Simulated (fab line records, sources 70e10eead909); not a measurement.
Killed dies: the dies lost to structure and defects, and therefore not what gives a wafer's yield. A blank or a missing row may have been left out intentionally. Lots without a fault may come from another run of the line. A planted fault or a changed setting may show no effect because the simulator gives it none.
Chamber matching :: flow nand harc :: rie diel-10 running NHARC_A_CHANNEL_HOLE_D1_DESCUM_15: 4 sister chambers
The step chemistry O2, time 3 s. 14 wafers are shown with their chamber, then 7 later ones without.

## WAFERS WITH THEIR CHAMBER
wafer: L985.1
chamber: 3
showerhead plenum p Torr (Torr): 1.85
drypump motor current A (A): 5.37
throttle valve pct (%): 11.321

wafer: L985.2
chamber: 1
showerhead plenum p Torr (Torr): 1.90
drypump motor current A (A): 5.69
throttle valve pct (%): 11.318

wafer: L985.5
chamber: 3
showerhead plenum p Torr (Torr): 1.85
drypump motor current A (A): 5.36
throttle valve pct (%): 11.308

wafer: L987.1
chamber: 2
showerhead plenum p Torr (Torr): 2.05
drypump motor current A (A): 5.52
throttle valve pct (%): 11.322

wafer: L987.3
chamber: 0
showerhead plenum p Torr (Torr): 2.00
drypump motor current A (A): 5.65
throttle valve pct (%): 11.312

wafer: L987.4
chamber: 1
showerhead plenum p Torr (Torr): 1.90
drypump motor current A (A): 5.70
throttle valve pct (%): 11.317

wafer: L990.3
chamber: 3
showerhead plenum p Torr (Torr): 1.85
drypump motor current A (A): 5.35
throttle valve pct (%): 11.297

wafer: L990.4
chamber: 0
showerhead plenum p Torr (Torr): 2.00
drypump motor current A (A): 5.66
throttle valve pct (%): 11.322

wafer: L990.6
chamber: 3
showerhead plenum p Torr (Torr): 1.85
drypump motor current A (A): 5.37
throttle valve pct (%): 11.304

wafer: L101.1
chamber: 1
showerhead plenum p Torr (Torr): 1.90
drypump motor current A (A): 5.71
throttle valve pct (%): 11.313

wafer: L101.2
chamber: 2
showerhead plenum p Torr (Torr): 2.05
drypump motor current A (A): 5.57
throttle valve pct (%): 11.321

wafer: L101.5
chamber: 2
showerhead plenum p Torr (Torr): 2.05
drypump motor current A (A): 5.55
throttle valve pct (%): 11.312

wafer: L102.1
chamber: 3
showerhead plenum p Torr (Torr): 1.84
drypump motor current A (A): 5.37
throttle valve pct (%): 11.313

wafer: L102.3
chamber: 2
showerhead plenum p Torr (Torr): 2.05
drypump motor current A (A): 5.53
throttle valve pct (%): 11.309

SIGNATURES (means of the wafers above)
reading: showerhead plenum p Torr
chamber 0: 2.0000
chamber 1: 1.9000
chamber 2: 2.0500
chamber 3: 1.8480
scatter within a chamber: 0.00283

reading: drypump motor current A
chamber 0: 5.6550
chamber 1: 5.7000
chamber 2: 5.5425
chamber 3: 5.3640
scatter within a chamber: 0.0143

reading: throttle valve pct
chamber 0: 11.31700
chamber 1: 11.31600
chamber 2: 11.31600
chamber 3: 11.30860
scatter within a chamber: 0.00721
Rule: for a wafer and a chamber, the distance is found by dividing, reading by reading, the gap between the wafer's reading and the chamber's mean by the reading's scatter, squaring, summing and taking the root. If the next closest chamber is less than 2 further off than the closest, the wafer can't be placed; otherwise it belongs to the closest. The scatter: the root of (the sum of the squares of (reading less its chamber's mean) over the shown wafers, divided by (wafers less chambers)).

## WAFERS WHOSE CHAMBER IS MISSING
wafer: L102.5
showerhead plenum p Torr (Torr): 1.84
drypump motor current A (A): 5.36
throttle valve pct (%): 11.327

wafer: L104.1
showerhead plenum p Torr (Torr): 2.00
drypump motor current A (A): 5.64
throttle valve pct (%): 11.326

wafer: L104.2
showerhead plenum p Torr (Torr): 2.05
drypump motor current A (A): 5.51
throttle valve pct (%): 11.312

wafer: L104.4
showerhead plenum p Torr (Torr): 1.84
drypump motor current A (A): 5.34
throttle valve pct (%): 11.318

wafer: L105.1
showerhead plenum p Torr (Torr): 2.05
drypump motor current A (A): 5.52
throttle valve pct (%): 11.296

wafer: L105.3
showerhead plenum p Torr (Torr): 2.00
drypump motor current A (A): 5.63
throttle valve pct (%): 11.324

wafer: L105.5
showerhead plenum p Torr (Torr): 1.90
drypump motor current A (A): 5.70
throttle valve pct (%): 11.310

## THE CHAMBER EACH PASSED THROUGH
wafer: L102.5
from the rows above: 3
in truth: 3

wafer: L104.1
from the rows above: 0
in truth: 0

wafer: L104.2
from the rows above: 2
in truth: 2

wafer: L104.4
from the rows above: 3
in truth: 3

wafer: L105.1
from the rows above: 2
in truth: 2

wafer: L105.3
from the rows above: 0
in truth: 0

wafer: L105.5
from the rows above: 1
in truth: 1
Correctly placed: 7 of 7. Left unplaced by these rows: 0. Wrongly placed: 0.
